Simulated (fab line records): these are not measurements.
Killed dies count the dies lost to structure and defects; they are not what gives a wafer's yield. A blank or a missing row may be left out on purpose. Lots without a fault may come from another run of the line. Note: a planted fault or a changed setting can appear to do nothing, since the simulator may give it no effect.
Which tool was responsible? | flow nand-harc | 13 lots with 39 wafers sampled at 3 steps, on a route of 1302 steps

WHAT EACH GAUGE READ, for each wafer
NHARC_A_M0_THK_MEAS_24: measures by xrf. Usual: thk-nm at 114.0 nm, with a standard deviation of 1.4.
lot  | measured     | on            | thk-nm (nm)       | flag
L506 | day 24 00:03 | film-metro-01 | 113.9 114.2 113.8 |
L505 | day 24 00:56 | film-metro-02 | 113.8 114.4 111.1 |
L514 | day 27 05:13 | film-metro-01 | 114.5 112.5 115.5 |
L516 | day 27 20:25 | film-metro-02 | 114.6 114.8 114.1 |
L518 | day 28 07:49 | film-metro-02 | 115.2 113.9 112.1 |
L520 | day 28 20:12 | film-metro-02 | 113.3 114.1 112.9 |
L522 | day 30 10:35 | film-metro-02 | 114.6 111.2 113.7 |
L525 | day 30 17:13 | film-metro-02 | 115.3 113.9 112.2 |
L523 | day 30 17:48 | film-metro-02 | 115.2 114.6 113.4 |
L524 | day 31 01:04 | film-metro-01 | 110.9 115.0 113.8 |
L526 | day 31 21:06 | film-metro-02 | 113.7 115.4 114.3 |
L527 | day 32 07:59 | film-metro-02 | 112.5 115.9 111.3 |
L528 | day 32 20:47 | film-metro-02 | 113.8 114.4 115.2 |

NHARC_A_M1_CD_MEAS_16. Usual: cd-nm at 119.8 nm, with a standard deviation of 0.67.
lot  | measured     | on        | cd-nm (nm)        | flag
L506 | day 24 02:05 | cd-sem-02 | 120.8 120.2 119.2 |
L505 | day 24 02:57 | cd-sem-03 | 119.1 119.4 119.9 |
L514 | day 27 07:16 | cd-sem-02 | 119.2 118.8 119.5 |
L516 | day 27 22:42 | cd-sem-03 | 119.4 120.9 120.6 |
L518 | day 28 10:01 | cd-sem-03 | 119.6 120.3 119.8 |
L520 | day 28 22:13 | cd-sem-02 | 119.6 120.1 119.3 |
L522 | day 30 12:38 | cd-sem-02 | 120.0 119.2 120.0 |
L525 | day 30 19:06 | cd-sem-03 | 120.1 119.5 119.3 |
L523 | day 30 19:43 | cd-sem-03 | 120.4 120.4 120.4 |
L524 | day 31 03:06 | cd-sem-02 | 119.7 120.0 120.4 |
L526 | day 31 23:08 | cd-sem-01 | 119.6 120.8 119.4 |
L527 | day 32 10:01 | cd-sem-01 | 119.1 118.7 118.7 |
L528 | day 32 22:42 | cd-sem-02 | 120.3 120.2 120.6 |

EACH LOT AND THE TOOL THAT RAN IT (in order: tool; ch and the chambers of the sampled wafers; start)
lot  | NHARC_A_M0_PVD_21
L506 | pvd-sputter-03, day 24 00:03 or earlier
L505 | pvd-sputter-01, day 24 00:56 or earlier
L514 | pvd-sputter-02, day 27 05:13 or earlier
L516 | pvd-sputter-01, day 27 20:25 or earlier
L518 | pvd-sputter-02, day 28 07:49 or earlier
L520 | pvd-sputter-03, day 28 20:12 or earlier
L522 | pvd-sputter-01, day 30 10:35 or earlier
L525 | pvd-sputter-01, day 30 17:13 or earlier
L523 | pvd-sputter-02, day 30 17:48 or earlier
L524 | pvd-sputter-03, day 31 01:04 or earlier
L526 | pvd-sputter-02, day 31 21:06 or earlier
L527 | pvd-sputter-02, day 32 07:59 or earlier
L528 | pvd-sputter-03, day 32 20:47 or earlier
- NHARC_A_M0_PVD_21: deposits Cu, target thk 30 nm, time 20.49 s.

AS READ BY THE TOOLS THEMSELVES (means over the sampled wafers that have a number; for cases with no such wafer, the mark the record gives instead)
NHARC_A_M0_PVD_21. Usual: cathode-dc-power-W 5000.0 W, standard deviation 0.96; throttle-valve-pct 29.8 %, standard deviation 0.99.
lot  | tool           | cathode-dc-power-W (W) | throttle-valve-pct (%) | flag
L506 | pvd-sputter-03 | 5000.7                 | 29.8                   |
L505 | pvd-sputter-01 | 4999.6                 | 29.5                   |
L514 | pvd-sputter-02 | 4999.7                 | 30.2                   |
L516 | pvd-sputter-01 | 5000.6                 | 29.3                   |
L518 | pvd-sputter-02 | 4999.8                 | 30.5                   |
L520 | pvd-sputter-03 | 5000.1                 | 28.9                   |
L522 | pvd-sputter-01 | 4999.8                 | 29.8                   |
L525 | pvd-sputter-01 | 4999.8                 | 30.1                   |
L523 | pvd-sputter-02 | 5000.2                 | 30.8                   |
L524 | pvd-sputter-03 | 5001.0                 | 29.8                   |
L526 | pvd-sputter-02 | 5000.0                 | 29.8                   |
L527 | pvd-sputter-02 | 4999.6                 | 30.6                   |
L528 | pvd-sputter-03 | 5000.1                 | 30.0                   |

THE ANSWER, worked out from the rows above alone
Rule: take the mean of a lot's wafers that have a number; if it is more than 3 standard deviations from the usual mean, the lot is off. Also off: a lot with no number at a reading for which 4 or more lots have one. The other lots that the step has rows for count as sound. The gauges are gone through in route order, then the tools' own readings, and for those a lot's mean is taken as printed above. At the first step where some lot is off, the reading lying furthest off is the one used; lots without a number count as furthest.
Nothing can be told from this: no lot is off at any reading shown.

WHAT THE SIMULATOR HAD PUT IN
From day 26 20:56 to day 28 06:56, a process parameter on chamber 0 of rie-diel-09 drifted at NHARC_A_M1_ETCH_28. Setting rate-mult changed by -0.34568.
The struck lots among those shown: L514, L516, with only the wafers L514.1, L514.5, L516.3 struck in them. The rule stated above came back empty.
